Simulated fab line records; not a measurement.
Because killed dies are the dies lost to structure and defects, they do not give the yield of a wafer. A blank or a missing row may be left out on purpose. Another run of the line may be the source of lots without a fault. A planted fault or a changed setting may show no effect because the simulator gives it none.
A lot that was struck, set against a sound lot    flow nandHarc    16 out of 1159 route steps
Sound: the wafers L876.1, L876.2, L876.4. Struck: wafer L884.1; the same lot's L884.6 was not struck, so it is left out; see the end for the cause.
At each step with rows: each side's tool, then ch and its chambers, then its first start. Under that, the readings that differ: sound wafers    struck wafers    difference of the means    sigmas: that difference in standard deviations of wafers without a fault.
alike: readings whose means differ by less than 2 such deviations, and words and numbers that are the same on both sides. not compared: withheld readings, readings that some wafer has no value for, bounds like >300 that may hide the same value, and numbers for which the record gives no deviation and whose values overlap.
Wherever a step has rows on one side only, a row that says differs or no value, or a row with sigmas, the two part there. Numbers that have no deviation but don't overlap get no sigmas and don't part them. A reading missing from all wafers of one side parts the sides only when that side holds two or more wafers.

NHARC_P_M0_OVL_MEAS_10: pitch 180 nm.
  sound: overlay-01 at day 6 18:36; struck: overlay-01 at day 9 00:20
  alike: overlayXNm, overlayYNm
NHARC_P_M0_INSPECT_11:
  sound: defectInspect-02 at day 6 18:38; struck: defectInspect-02 at day 9 00:23
  alike: rawDefectCount
then, 1 step without rows for these wafers: NHARC_P_M0_DESCUM_14 (chemistry O2, time 3 s).
NHARC_P_M0_ETCH_34: etches the open film in N2/H2, target depth 40 nm, overetch 12 nm, time 43.94 s.
  sound on rieDiel-03 ch 0,1,3, day 6 18:47; struck on rieDiel-08 ch 2, day 9 00:31
reading                   sound        struck  difference  sigmas
drypumpMotorCurrentA (A)  5.5 5.6 5.8  4.8     -0.8        -2
rfHoursCounterH (h)       6 7 6        4       -2          
  alike: mfcArSccm, oesProductAu, rfVppV, showerheadPlenumPTorr, throttleValvePct
then, 1 step without rows for these wafers: NHARC_P_M0_ETCH_15 (etches the open film in C4F8/Ar, target depth 150 nm, overetch 15 nm, time 82.5 s).
NHARC_P_M0_CD_MEAS_16:
  sound: cdSem-03 at day 6 19:00; struck: cdSem-03 at day 9 00:44
  alike: cdNm
NHARC_P_M0_STRIP_18: strips in N2/H2.
  sound on rieDiel-08 ch 1,2, day 6 19:07; struck on rieDiel-01 ch 3, day 9 00:53
reading                   sound        struck  difference  sigmas
drypumpMotorCurrentA (A)  5.4 4.9 4.8  5.9     +0.9        +2
  alike: mfcArSccm, oesProductAu, rfVppV, showerheadPlenumPTorr, throttleValvePct
  not compared: rfHoursCounterH
then, 1 step without rows for these wafers: NHARC_P_M0_STRIP_19 (strips in post etch residue remover, time 600 s).
NHARC_P_M0_DEGAS_28: time 60 s.
  sound: pvdSputter-02 at day 6 19:40; struck: pvdSputter-01 at day 9 01:22
reading           sound        struck  difference  sigmas
heaterPowerW (W)  292 303 287  349     +55         +2
NHARC_P_M0_PRE_CLEAN_29: time 30 s.
  sound on pvdSputter-02; struck on pvdSputter-01
  alike: heaterPowerW
then, 1 step without rows for these wafers: NHARC_P_M0_PVD_20 (deposits TaN, target thk 5 nm, time 8.06 s).
NHARC_P_M0_PVD_21: deposits Cu, target thk 30 nm, time 20.49 s.
  sound on pvdSputter-02; struck on pvdSputter-01
  alike: throttleValvePct
NHARC_P_M0_ECD_22: material Cu, target thk 400 nm.
  sound on ecdCu-02 ch 0,1, day 6 20:02; struck on ecdCu-02 ch 0,1, day 9 01:46
then, 1 step without rows for these wafers: NHARC_P_M0_ANNEAL_30 (time 90 s).
NHARC_P_M0_CMP_23: polishes, t overpolish 20 s, target thk 117.53 nm.
  sound on cmp-01 ch 0,1,2, day 6 20:45; struck on cmp-01 ch 3, day 9 02:26
reading              sound     struck  difference  sigmas
timeToEndpointS (s)  26 36 29  7       -23         -7
  alike: motorCurrentA
NHARC_P_M0_THK_MEAS_24: measures by xrf.
  sound: filmMetro-01 at day 6 21:04; struck: filmMetro-01 at day 9 02:46
  alike: thkNm

WHERE THEY PART
Last at NHARC_P_M0_CMP_23 as far as this record goes, first at NHARC_P_M0_ETCH_34. Later steps at which nothing parts them and some readings are alike: NHARC_P_M0_THK_MEAS_24.

WHY: what the simulator had put in
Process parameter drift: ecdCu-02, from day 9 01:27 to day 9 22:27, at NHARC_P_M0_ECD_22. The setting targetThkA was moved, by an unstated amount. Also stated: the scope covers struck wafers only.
